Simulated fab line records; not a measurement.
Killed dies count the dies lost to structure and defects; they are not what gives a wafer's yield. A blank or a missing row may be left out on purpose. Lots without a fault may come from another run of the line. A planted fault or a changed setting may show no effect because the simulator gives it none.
Matching of chambers    flow nand-harc    NHARC_A_STAIRCASE_ETCH_253 on rie-diel-11: 4 sister chambers
The step etches the open film in C4F8/O2, target depth 50 nm, time 20.2 s. 8 wafers are shown with their chamber, then 8 later ones without.

## WAFERS, EACH WITH ITS CHAMBER
wafer   chamber  rf-vpp-V (V)  oes-product-au (a.u.)
L085.5  2        891           0.930
L088.2  3        900           0.951
L088.3  0        903           0.983
L088.6  1        897           0.988
L087.3  3        898           0.965
L087.4  1        897           0.954
L087.6  2        892           0.952
L089.2  0        903           0.975

## WAFERS WITHOUT THEIR CHAMBER
wafer   rf-vpp-V (V)  oes-product-au (a.u.)
L089.3  897           0.980
L089.4  889           0.964
L093.1  903           0.936
L093.5  892           0.923
L093.6  899           0.927
L096.2  898           0.947
L096.4  899           0.964
L096.5  902           0.960

## WHICH CHAMBER EACH ONE RAN IN
wafer   from the rows above      in truth
L089.3  1                        1
L089.4  2                        2
L093.1  0                        0
L093.5  2                        2
L093.6  can't be placed: 3 or 1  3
L096.2  can't be placed: 3 or 1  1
L096.4  3                        3
L096.5  0                        0
Correct placement for 6 of the 8. These rows do not allow placing 2 (true chamber among the candidates in 2). 0 placed wrongly.
How it was worked out, from the rows above alone: a wafer's distance from a chamber is the root of the sum, over the readings, of the square of ((its reading less the chamber's mean) divided by the reading's scatter). If the next closest chamber is less than 2 further off than the closest, the wafer can't be placed; otherwise it belongs to the closest. Each chamber's mean is taken over the wafers shown for it. How the scatter is found: for the shown wafers, subtract from each reading the mean of its chamber, square and add these, divide the total by (wafers less chambers), then take the root.
